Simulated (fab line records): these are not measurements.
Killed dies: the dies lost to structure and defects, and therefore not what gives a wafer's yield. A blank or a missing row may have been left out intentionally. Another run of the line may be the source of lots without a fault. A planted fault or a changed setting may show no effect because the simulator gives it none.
Chamber matching | flow n5Finfet | rieDiel-06 running N5_DUMMY_REMOVAL_HM_STRIP_01: 4 sister chambers
The step strips SiNx in CH3F/O2, stops on poly-Si, target depth 4 nm, time 6.8 s. 16 wafers are shown with their chamber, then 8 later ones without.

## WAFERS WITH THEIR CHAMBER
wafer  | chamber | showerheadPlenumPTorr (Torr) | drypumpMotorCurrentA (A) | oesProductAu (a.u.)
L074.1 | 2       | 2.04                         | 6.1                      | 0.55
L074.3 | 3       | 1.92                         | 6.0                      | 0.60
L074.6 | 1       | 2.00                         | 6.4                      | 0.63
L076.1 | 1       | 2.00                         | 6.5                      | 0.63
L076.4 | 1       | 2.00                         | 6.5                      | 0.63
L076.5 | 3       | 1.92                         | 6.0                      | 0.60
L082.3 | 3       | 1.92                         | 6.0                      | 0.59
L082.4 | 0       | 1.85                         | 5.2                      | 0.64
L082.6 | 1       | 1.99                         | 6.5                      | 0.61
L085.2 | 2       | 2.04                         | 6.1                      | 0.80
L085.3 | 1       | 1.99                         | 6.5                      | 0.61
L085.4 | 0       | 1.84                         | 5.3                      | 0.63
L086.1 | 1       | 1.99                         | 6.5                      | 0.62
L086.5 | 0       | 1.84                         | 5.3                      | 0.63
L086.6 | 1       | 1.99                         | 6.5                      | 0.62
L087.1 | 0       | 1.84                         | 5.3                      | 0.64

SIGNATURES (means of the wafers above)
reading               | chamber 0 | chamber 1 | chamber 2 | chamber 3 | scatter within a chamber
showerheadPlenumPTorr | 1.8425    | 1.9943    | 2.0400    | 1.9200    | 0.00453
drypumpMotorCurrentA  | 5.275     | 6.486     | 6.100     | 6.000     | 0.0366
oesProductAu          | 0.6350    | 0.6214    | 0.6750    | 0.5967    | 0.0516
Rule: a wafer lies at a distance from a chamber equal to the root of the sum of squares, over the readings, of (its reading less the chamber's mean, divided by the reading's scatter). If the next closest chamber is less than 2 further off than the closest, the wafer can't be placed; otherwise it belongs to the closest. The scatter: the root of (the sum of the squares of (reading less its chamber's mean) over the shown wafers, divided by (wafers less chambers)).

## WAFERS MISSING THEIR CHAMBER
wafer  | showerheadPlenumPTorr (Torr) | drypumpMotorCurrentA (A) | oesProductAu (a.u.)
L087.2 | 1.99                         | 6.4                      | 0.61
L087.5 | 1.99                         | 6.4                      | 0.62
L091.1 | 2.04                         | 6.1                      | 0.77
L091.2 | 1.84                         | 5.2                      | 0.63
L091.6 | 1.91                         | 6.0                      | 0.58
L095.2 | 1.91                         | 6.0                      | 0.57
L095.5 | 1.91                         | 6.0                      | 0.57
L095.6 | 1.84                         | 5.2                      | 0.62

## THE CHAMBER EACH PASSED THROUGH
wafer  | from the rows above | in truth
L087.2 | 1                   | 1
L087.5 | 1                   | 1
L091.1 | 2                   | 2
L091.2 | 0                   | 0
L091.6 | 3                   | 3
L095.2 | 3                   | 3
L095.5 | 3                   | 3
L095.6 | 0                   | 0
Correct placement for 8 of the 8. Can't be placed from these rows: 0. Wrongly placed: 0.
